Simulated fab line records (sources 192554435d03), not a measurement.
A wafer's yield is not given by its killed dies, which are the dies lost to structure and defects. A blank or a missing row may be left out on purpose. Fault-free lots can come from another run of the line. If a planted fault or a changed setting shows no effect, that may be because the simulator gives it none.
Matching of chambers :: flow n5-finfet :: N5_FIN_SAQP_MANDREL2_REMOVE_60 on rie-si-03 has 4 sister chambers
The step chemistry HBr/Cl2/O2, target a-Si, stops on SiNx, bt time 10 s. 16 wafers are shown with their chamber, then 8 later ones without.

EACH WAFER AND ITS CHAMBER
wafer: L074.3
chamber: 1
throttle-valve-pct (%): 36.40
oes_o_777_au (a.u.): 0.96
oes-product-au (a.u.): 1.022

wafer: L074.5
chamber: 3
throttle-valve-pct (%): 36.54
oes_o_777_au (a.u.): 1.03
oes-product-au (a.u.): 1.037

wafer: L074.6
chamber: 0
throttle-valve-pct (%): 36.85
oes_o_777_au (a.u.): 1.02
oes-product-au (a.u.): 1.024

wafer: L076.4
chamber: 3
throttle-valve-pct (%): 36.54
oes_o_777_au (a.u.): 1.04
oes-product-au (a.u.): 1.042

wafer: L076.5
chamber: 3
throttle-valve-pct (%): 36.55
oes_o_777_au (a.u.): 1.04
oes-product-au (a.u.): 1.050

wafer: L076.6
chamber: 0
throttle-valve-pct (%): 36.83
oes_o_777_au (a.u.): 1.02
oes-product-au (a.u.): 1.024

wafer: L079.2
chamber: 2
throttle-valve-pct (%): 37.07
oes_o_777_au (a.u.): 0.97
oes-product-au (a.u.): 0.987

wafer: L079.3
chamber: 3
throttle-valve-pct (%): 36.55
oes_o_777_au (a.u.): 1.03
oes-product-au (a.u.): 1.038

wafer: L079.4
chamber: 1
throttle-valve-pct (%): 36.40
oes_o_777_au (a.u.): 0.96
oes-product-au (a.u.): 1.020

wafer: L084.2
chamber: 1
throttle-valve-pct (%): 36.38
oes_o_777_au (a.u.): 0.96
oes-product-au (a.u.): 1.013

wafer: L084.3
chamber: 0
throttle-valve-pct (%): 36.81
oes_o_777_au (a.u.): 1.02
oes-product-au (a.u.): 1.024

wafer: L084.5
chamber: 0
throttle-valve-pct (%): 36.83
oes_o_777_au (a.u.): 1.02
oes-product-au (a.u.): 1.030

wafer: L085.2
chamber: 2
throttle-valve-pct (%): 37.06
oes_o_777_au (a.u.): 0.97
oes-product-au (a.u.): 0.974

wafer: L085.3
chamber: 1
throttle-valve-pct (%): 36.39
oes_o_777_au (a.u.): 0.96
oes-product-au (a.u.): 1.001

wafer: L085.4
chamber: 0
throttle-valve-pct (%): 36.83
oes_o_777_au (a.u.): 1.02
oes-product-au (a.u.): 1.031

wafer: L086.1
chamber: 1
throttle-valve-pct (%): 36.39
oes_o_777_au (a.u.): 0.96
oes-product-au (a.u.): 1.019

SIGNATURES (averages over the wafers above)
reading: throttle-valve-pct
chamber 0: 36.8300
chamber 1: 36.3920
chamber 2: 37.0650
chamber 3: 36.5450
scatter within a chamber: 0.0101

reading: oes_o_777_au
chamber 0: 1.0200
chamber 1: 0.9600
chamber 2: 0.9700
chamber 3: 1.0350
scatter within a chamber: 0.00289

reading: oes-product-au
chamber 0: 1.02660
chamber 1: 1.01500
chamber 2: 0.98050
chamber 3: 1.04175
scatter within a chamber: 0.00665
Rule: a wafer lies at a distance from a chamber equal to the root of the sum of squares, over the readings, of (its reading less the chamber's mean, divided by the reading's scatter). The wafer belongs to the nearest chamber; if the next one is less than 2 further off, it can't be placed. The scatter: take each reading less its chamber's mean, square it, sum over the shown wafers, divide by the number of wafers less the number of chambers, and take the root.

WAFERS WITHOUT THEIR CHAMBER
wafer: L086.5
throttle-valve-pct (%): 36.55
oes_o_777_au (a.u.): 1.04
oes-product-au (a.u.): 1.043

wafer: L086.6
throttle-valve-pct (%): 36.83
oes_o_777_au (a.u.): 1.02
oes-product-au (a.u.): 1.031

wafer: L095.3
throttle-valve-pct (%): 36.83
oes_o_777_au (a.u.): 1.03
oes-product-au (a.u.): 1.026

wafer: L095.5
throttle-valve-pct (%): 36.55
oes_o_777_au (a.u.): 1.03
oes-product-au (a.u.): 1.044

wafer: L095.6
throttle-valve-pct (%): 37.07
oes_o_777_au (a.u.): 0.96
oes-product-au (a.u.): 0.959

wafer: L097.2
throttle-valve-pct (%): 36.40
oes_o_777_au (a.u.): 0.96
oes-product-au (a.u.): 1.008

wafer: L097.3
throttle-valve-pct (%): 36.84
oes_o_777_au (a.u.): 1.02
oes-product-au (a.u.): 1.034

wafer: L097.5
throttle-valve-pct (%): 36.52
oes_o_777_au (a.u.): 1.04
oes-product-au (a.u.): 1.026

CHAMBER TAKEN BY EACH
wafer: L086.5
from the rows above: 3
in truth: 3

wafer: L086.6
from the rows above: 0
in truth: 0

wafer: L095.3
from the rows above: 0
in truth: 0

wafer: L095.5
from the rows above: 3
in truth: 3

wafer: L095.6
from the rows above: 2
in truth: 2

wafer: L097.2
from the rows above: 1
in truth: 1

wafer: L097.3
from the rows above: 0
in truth: 0

wafer: L097.5
from the rows above: 3
in truth: 3
Correct placement for 8 of the 8. Not placeable from these rows: 0. Number placed wrongly: 0.
